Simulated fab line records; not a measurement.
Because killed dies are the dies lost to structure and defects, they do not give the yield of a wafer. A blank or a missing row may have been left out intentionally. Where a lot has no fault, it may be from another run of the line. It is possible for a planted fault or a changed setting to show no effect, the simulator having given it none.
Chamber matching    flow n5-finfet    4 sister chambers for N5_BEOL_M3_DESCUM_33 on rie-diel-06
The step chemistry O2, time 7 s. 8 wafers are shown with their chamber, then 9 later ones without.

WAFERS PAIRED WITH THEIR CHAMBERS
wafer   chamber  showerhead-plenum-p-Torr (Torr)  drypump-motor-current-A (A)
L082.6  3        2.13                             5.2
L086.2  3        2.13                             5.2
L086.3  1        2.15                             5.2
L087.3  0        2.15                             6.5
L087.6  2        2.00                             6.4
L092.2  0        2.16                             6.4
L092.3  1        2.15                             5.2
L092.4  2        2.00                             6.4

WAFERS WHOSE CHAMBER IS MISSING
wafer   showerhead-plenum-p-Torr (Torr)  drypump-motor-current-A (A)
L090.2  2.00                             6.4
L090.4  2.12                             5.2
L090.5  2.15                             6.4
L097.1  1.99                             6.4
L097.2  2.12                             5.2
L097.6  2.15                             6.4
L094.1  2.15                             6.5
L094.2  2.14                             5.2
L094.6  2.14                             5.2

WHICH CHAMBER EACH WENT THROUGH
wafer   from the rows above      in truth
L090.2  2                        2
L090.4  3                        3
L090.5  0                        0
L097.1  2                        2
L097.2  3                        3
L097.6  0                        0
L094.1  0                        0
L094.2  can't be placed: 1 or 3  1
L094.6  can't be placed: 1 or 3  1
Correctly placed: 7 of 9. Not placeable from these rows: 2 (in 2, the candidates include the true chamber). 0 placed wrongly.
How it was worked out, from the rows above alone: a wafer's distance from a chamber is the root of the sum, over the readings, of the square of ((its reading less the chamber's mean) divided by the reading's scatter). If the next closest chamber is less than 2 further off than the closest, the wafer can't be placed; otherwise it belongs to the closest. For every chamber, the mean is computed from those of its wafers that are shown. The scatter is the square root of a quotient: the sum, over the shown wafers, of each reading's squared deviation from its chamber's mean, divided by wafers minus chambers.
